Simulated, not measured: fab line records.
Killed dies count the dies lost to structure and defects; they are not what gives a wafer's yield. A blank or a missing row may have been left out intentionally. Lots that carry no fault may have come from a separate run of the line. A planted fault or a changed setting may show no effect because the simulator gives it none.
Chamber matching / flow nand harc / NHARC_P_GATE_DESCUM_13 on rie diel-07: 4 sister chambers
The step chemistry O2, time 3 s. 20 wafers are shown with their chamber, then 10 later ones without.

== EACH WAFER AND ITS CHAMBER ==
wafer=L074.2; chamber=0; showerhead plenum p Torr (Torr)=1.99; drypump motor current A (A)=5.9; oes product au (a.u.)=0.998
wafer=L074.3; chamber=1; showerhead plenum p Torr (Torr)=1.99; drypump motor current A (A)=5.8; oes product au (a.u.)=1.017
wafer=L074.6; chamber=0; showerhead plenum p Torr (Torr)=1.99; drypump motor current A (A)=5.9; oes product au (a.u.)=0.992
wafer=L075.4; chamber=3; showerhead plenum p Torr (Torr)=1.94; drypump motor current A (A)=5.8; oes product au (a.u.)=0.993
wafer=L075.5; chamber=3; showerhead plenum p Torr (Torr)=1.94; drypump motor current A (A)=5.8; oes product au (a.u.)=0.998
wafer=L075.6; chamber=2; showerhead plenum p Torr (Torr)=1.79; drypump motor current A (A)=5.1; oes product au (a.u.)=1.001
wafer=L078.1; chamber=0; showerhead plenum p Torr (Torr)=1.99; drypump motor current A (A)=5.9; oes product au (a.u.)=1.002
wafer=L078.3; chamber=3; showerhead plenum p Torr (Torr)=1.93; drypump motor current A (A)=5.8; oes product au (a.u.)=1.000
wafer=L078.6; chamber=2; showerhead plenum p Torr (Torr)=1.79; drypump motor current A (A)=5.1; oes product au (a.u.)=1.014
wafer=L080.1; chamber=2; showerhead plenum p Torr (Torr)=1.79; drypump motor current A (A)=5.1; oes product au (a.u.)=1.010
wafer=L080.2; chamber=3; showerhead plenum p Torr (Torr)=1.93; drypump motor current A (A)=5.8; oes product au (a.u.)=1.003
wafer=L080.4; chamber=1; showerhead plenum p Torr (Torr)=1.99; drypump motor current A (A)=5.7; oes product au (a.u.)=1.000
wafer=L083.3; chamber=2; showerhead plenum p Torr (Torr)=1.79; drypump motor current A (A)=5.1; oes product au (a.u.)=1.006
wafer=L083.5; chamber=2; showerhead plenum p Torr (Torr)=1.79; drypump motor current A (A)=5.1; oes product au (a.u.)=1.014
wafer=L083.6; chamber=3; showerhead plenum p Torr (Torr)=1.93; drypump motor current A (A)=5.8; oes product au (a.u.)=1.014
wafer=L085.2; chamber=0; showerhead plenum p Torr (Torr)=1.99; drypump motor current A (A)=5.9; oes product au (a.u.)=0.996
wafer=L085.4; chamber=2; showerhead plenum p Torr (Torr)=1.79; drypump motor current A (A)=5.1; oes product au (a.u.)=1.011
wafer=L085.5; chamber=2; showerhead plenum p Torr (Torr)=1.79; drypump motor current A (A)=5.1; oes product au (a.u.)=1.007
wafer=L089.1; chamber=0; showerhead plenum p Torr (Torr)=1.99; drypump motor current A (A)=5.9; oes product au (a.u.)=0.999
wafer=L089.5; chamber=0; showerhead plenum p Torr (Torr)=1.99; drypump motor current A (A)=5.9; oes product au (a.u.)=0.987

SIGNATURES, as means of the wafers listed above
reading=showerhead plenum p Torr; chamber 0=1.9900; chamber 1=1.9900; chamber 2=1.7900; chamber 3=1.9340; scatter within a chamber=0.00274
reading=drypump motor current A; chamber 0=5.900; chamber 1=5.750; chamber 2=5.100; chamber 3=5.800; scatter within a chamber=0.0177
reading=oes product au; chamber 0=0.99567; chamber 1=1.00850; chamber 2=1.00900; chamber 3=1.00160; scatter within a chamber=0.00646
Rule: for each reading, subtract the chamber's mean from the wafer's reading, divide by that reading's scatter and square the result; add these up over the readings and take the root, which gives the wafer's distance from the chamber. The wafer belongs to the nearest chamber; if the next one is less than 2 further off, it can't be placed. The scatter is the square root of a quotient: the sum, over the shown wafers, of each reading's squared deviation from its chamber's mean, divided by wafers minus chambers.

== WAFERS WHOSE CHAMBER IS MISSING ==
wafer=L089.6; showerhead plenum p Torr (Torr)=1.99; drypump motor current A (A)=5.7; oes product au (a.u.)=1.000
wafer=L088.2; showerhead plenum p Torr (Torr)=1.93; drypump motor current A (A)=5.8; oes product au (a.u.)=1.007
wafer=L088.3; showerhead plenum p Torr (Torr)=1.99; drypump motor current A (A)=5.9; oes product au (a.u.)=1.000
wafer=L088.6; showerhead plenum p Torr (Torr)=1.99; drypump motor current A (A)=5.7; oes product au (a.u.)=0.997
wafer=L093.1; showerhead plenum p Torr (Torr)=1.99; drypump motor current A (A)=5.7; oes product au (a.u.)=0.999
wafer=L093.2; showerhead plenum p Torr (Torr)=1.79; drypump motor current A (A)=5.1; oes product au (a.u.)=1.005
wafer=L093.4; showerhead plenum p Torr (Torr)=1.98; drypump motor current A (A)=5.9; oes product au (a.u.)=0.999
wafer=L095.1; showerhead plenum p Torr (Torr)=1.93; drypump motor current A (A)=5.8; oes product au (a.u.)=1.000
wafer=L095.3; showerhead plenum p Torr (Torr)=1.78; drypump motor current A (A)=5.2; oes product au (a.u.)=1.005
wafer=L095.4; showerhead plenum p Torr (Torr)=1.99; drypump motor current A (A)=5.7; oes product au (a.u.)=1.009

== THE CHAMBER EACH PASSED THROUGH ==
wafer=L089.6; from the rows above=1; in truth=1
wafer=L088.2; from the rows above=3; in truth=3
wafer=L088.3; from the rows above=0; in truth=0
wafer=L088.6; from the rows above=1; in truth=1
wafer=L093.1; from the rows above=1; in truth=1
wafer=L093.2; from the rows above=2; in truth=2
wafer=L093.4; from the rows above=0; in truth=0
wafer=L095.1; from the rows above=3; in truth=3
wafer=L095.3; from the rows above=2; in truth=2
wafer=L095.4; from the rows above=1; in truth=1
Placed correctly: 10 of 10. Number that these rows cannot place: 0. Placed wrongly: 0.
